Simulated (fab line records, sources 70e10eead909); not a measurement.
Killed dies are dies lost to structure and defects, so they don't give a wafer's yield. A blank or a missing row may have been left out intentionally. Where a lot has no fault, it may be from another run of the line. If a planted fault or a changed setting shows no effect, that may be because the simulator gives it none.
The tool behind it: which one?    flow nand harc    18 wafers from 6 lots sampled at 3 of the route's 1302 steps

== WHAT EACH GAUGE READ, for each wafer ==
NHARC_A_M0_CD_MEAS_09 targets a cd of 80 nm.
lot   measured      on         cd nm (nm)
L370  day 23 22:50  cd sem-02  80.1 81.2 82.0
L373  day 25 09:49  cd sem-01  81.8 80.5 81.4
L375  day 26 04:01  cd sem-01  81.1 79.7 79.9
L380  day 28 20:08  cd sem-02  95.1 94.9 96.2
L387  day 31 02:30  cd sem-03  81.5 81.0 81.1
L388  day 31 19:07  cd sem-01  79.8 78.8 79.8

== TOOL THAT RAN EACH LOT (tool first, then ch and the chambers of the sampled wafers, then the start) ==
lot   NHARC_A_BLC_CVD_24                        NHARC_A_M0_PEB_07
L370  cvd w-02 ch 0, day 23 22:46 or earlier    litho track-04 ch 0, day 23 22:46
L373  cvd w-02 ch 0,1, day 25 09:44 or earlier  litho track-04 ch 0, day 25 09:44
L375  cvd w-01 ch 0,1, day 26 03:56 or earlier  litho track-01 ch 0, day 26 03:56
L380  cvd w-01 ch 0,1, day 28 20:04 or earlier  litho track-04 ch 0, day 28 20:04
L387  cvd w-01 ch 0,1, day 31 02:25 or earlier  litho track-01 ch 0, day 31 02:25
L388  cvd w-02 ch 0,1, day 31 19:02 or earlier  litho track-06 ch 0, day 31 19:02
- NHARC_A_BLC_CVD_24: deposits W, target thk 150 nm, time 434 s.
- NHARC_A_M0_PEB_07: peb time 65 s.

== THE ANSWER, worked out from the rows above alone ==
Rule: usual is defined by the lots themselves. The widest of any qualifying gaps counts: lots, ordered by their means at a reading, are off when they make up no more than a third of the lots, leave a main group of 4 or more, and stand apart from it by 3 or more times the standard deviation of that group's means. Not used: any main group whose means are identical at the precision the tables above print for the reading. Also off: a lot with no number at a reading for which 4 or more lots have one. Any other lot the step has rows for is counted as sound.
Off: L380 (NHARC_A_M0_CD_MEAS_09, cd nm). The main group has a mean of 80.6 nm with a standard deviation of 0.7.
A tool fits if, at a process step before that reading, it ran every lot that is off, and no sound lot after the first of them. Those tools and the gauges at NHARC_A_M0_CD_MEAS_09 are tried in the same way. NHARC_A_BLC_CVD_24: start missing for some lots; hours and lot order therefore follow NHARC_A_M0_PEB_07. This does not decide it: 2 tools fit, namely litho track-04 at NHARC_A_M0_PEB_07 and cd sem-02 at NHARC_A_M0_CD_MEAS_09.

== WHAT WAS PUT IN BY THE SIMULATOR ==
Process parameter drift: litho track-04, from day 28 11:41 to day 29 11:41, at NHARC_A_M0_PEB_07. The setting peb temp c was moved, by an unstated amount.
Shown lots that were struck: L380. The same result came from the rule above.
